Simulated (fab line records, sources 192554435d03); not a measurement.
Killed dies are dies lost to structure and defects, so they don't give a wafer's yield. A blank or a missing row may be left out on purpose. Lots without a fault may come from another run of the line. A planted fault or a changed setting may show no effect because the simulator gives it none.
A struck lot beside a sound one | flow n5_finfet | 15 steps out of a route of 1938
Sound: wafers L671.1, L671.5, L671.6. Struck: wafer L680.3. (L680.2, L680.4 of the same lot were not struck and are left out.) The cause comes at the end.
At each step with rows: each side's tool, then ch and its chambers, then its first start. Under that, the readings that differ: sound wafers | struck wafers | difference of the means | sigmas: that difference in standard deviations of wafers without a fault.
alike: readings whose means differ by less than 2 such deviations, and words and numbers that are the same on both sides. not compared: withheld readings, readings that some wafer has no value for, bounds like >300 that may hide the same value, and numbers for which the record gives no deviation and whose values overlap.
The two part at a step that has a row with sigmas, a row that says differs or no value, or rows on one side only. Numbers that don't overlap but have no deviation are shown without sigmas and don't part them. A reading that every wafer of one side lacks parts them only if that side has two wafers or more.

first, 4 steps without rows for these wafers: N5_PMOS_HMC_CHANNEL_EPI_SOFTBAKE_04 (time 60 s); N5_PMOS_HMC_CHANNEL_EPI_EXPOSE_06 (exposes mask PMOS HMC BLK, target cd 240 nm); N5_PMOS_HMC_CHANNEL_EPI_PEB_07 (peb time 60 s); N5_PMOS_HMC_CHANNEL_EPI_DEVELOP_08 (develop time 30 s).
N5_PMOS_HMC_CHANNEL_EPI_CD_MEAS_09: target cd 237.4 nm.
  sound on cd_sem-01 ch 0, day 4 11:36; struck on cd_sem-02 ch 0, day 6 17:11
  alike: cd_nm
N5_PMOS_HMC_CHANNEL_EPI_OVL_MEAS_10:
  sound on overlay-01 ch 0, day 4 11:38; struck on overlay-01 ch 0, day 6 17:13
  alike: PMOS_HMC_BLK_OVL
N5_PMOS_HMC_CHANNEL_EPI_INSPECT_11: inspects for defects (macro).
  sound on defect_inspect-02, day 4 11:39; struck on defect_inspect-02, day 6 17:14
  alike: raw_defect_count
N5_PMOS_HMC_CHANNEL_EPI_DESCUM_14: chemistry O2, time 7.9 s.
  sound on rie_diel-02 ch 1,2, day 4 11:41; struck on rie_diel-05 ch 2, day 6 17:16
  alike: drypump_motor_current_A, oes_product_au, rf_fwd_power_W, rf_vpp_V, showerhead_plenum_p_Torr, throttle_valve_pct
  not compared: rf_hours_counter_h
N5_PMOS_HMC_CHANNEL_EPI_ETCH_32: etches BARC in N2/H2, stops on SiO2, target depth 85.8 nm, time 50.3 s.
  sound on rie_diel-02 ch 1,2, day 4 11:43; struck on rie_diel-05 ch 2, day 6 17:18
  alike: drypump_motor_current_A, oes_product_au, rf_fwd_power_W, rf_vpp_V, showerhead_plenum_p_Torr, throttle_valve_pct
  not compared: rf_hours_counter_h
N5_PMOS_HMC_CHANNEL_EPI_HM_OPEN_15: chemistry CHF3/O2, target SiO2, target depth 40.6 nm, time 20.3 s.
  sound on rie_diel-02 ch 1,2, day 4 11:46; struck on rie_diel-05 ch 2, day 6 17:20
  reading      | sound       | struck | difference | sigmas
  rf_vpp_V (V) | 535 531 536 | 516    | -18        | -2
  alike: drypump_motor_current_A, mfc_ar_sccm, oes_f_703_au, oes_product_au, rf_fwd_power_W, showerhead_plenum_p_Torr, throttle_valve_pct
  not compared: rf_hours_counter_h
N5_PMOS_HMC_CHANNEL_EPI_STRIP_33: strips in N2/H2.
  sound on rie_diel-02 ch 1,2, day 4 11:49; struck on rie_diel-05 ch 2, day 6 17:24
  alike: drypump_motor_current_A, oes_product_au, rf_vpp_V, showerhead_plenum_p_Torr, throttle_valve_pct
  not compared: rf_hours_counter_h
then, 1 step without rows for these wafers: N5_PMOS_HMC_CHANNEL_EPI_STRIP_17 (strips in SPM, time 750 s).
N5_PMOS_HMC_CHANNEL_EPI_ETCH_38: etches SiO2 in CF4, target depth 1.5 nm.
  sound on rie_si-05 ch 1,2, day 4 12:20; struck on rie_si-05 ch 3, day 6 17:42
  reading                  | sound             | struck | difference | sigmas
  oes_product_au (a.u.)    | 0.982 0.984 0.963 | 0.824  | -0.152     | -8
  model.etch.depth_nm (nm) | 1.458 1.473 1.476 | 1.061  | -0.408     |
  alike: drypump_motor_current_A, he_backside_leak_sccm, rf_fwd_power_W, throttle_valve_pct
  not compared: rf_hours_counter_h
N5_PMOS_HMC_CHANNEL_EPI_FIN_RECESS_16: chemistry HBr/Cl2, target Si, target depth 54 nm, time 18 s.
  sound on rie_si-05 ch 1,2, day 4 12:21; struck on rie_si-05 ch 3, day 6 17:43
  reading               | sound             | struck | difference | sigmas
  oes_product_au (a.u.) | 0.986 0.979 0.956 | 1.014  | +0.040     | +3
  alike: HBr_flow_sccm, drypump_motor_current_A, he_backside_leak_sccm, rf_fwd_power_W, throttle_valve_pct
  not compared: rf_hours_counter_h
-- the record jumps here: 7 days lie between the struck wafers' starts before and after (it left off in module PMOS_HMC_CHANNEL_EPI and takes up again in module BEOL_M4, whose first step shown is number 1111 of the route) --
N5_BEOL_M4_RC_MEAS_101:
  sound on prober-01 ch 0, day 11 19:54; struck on prober-02 ch 0, day 13 16:15
  alike: DIBL_N, DIBL_P, IOFF_N, IOFF_P, ION_N, ION_P, SS_N, SS_P, VT_N, VT_P

WHERE THEY PART
First at N5_PMOS_HMC_CHANNEL_EPI_HM_OPEN_15; last, within this record, at N5_PMOS_HMC_CHANNEL_EPI_FIN_RECESS_16. Later steps at which nothing parts them and some readings are alike: N5_BEOL_M4_RC_MEAS_101.

WHY: what the simulator had put in
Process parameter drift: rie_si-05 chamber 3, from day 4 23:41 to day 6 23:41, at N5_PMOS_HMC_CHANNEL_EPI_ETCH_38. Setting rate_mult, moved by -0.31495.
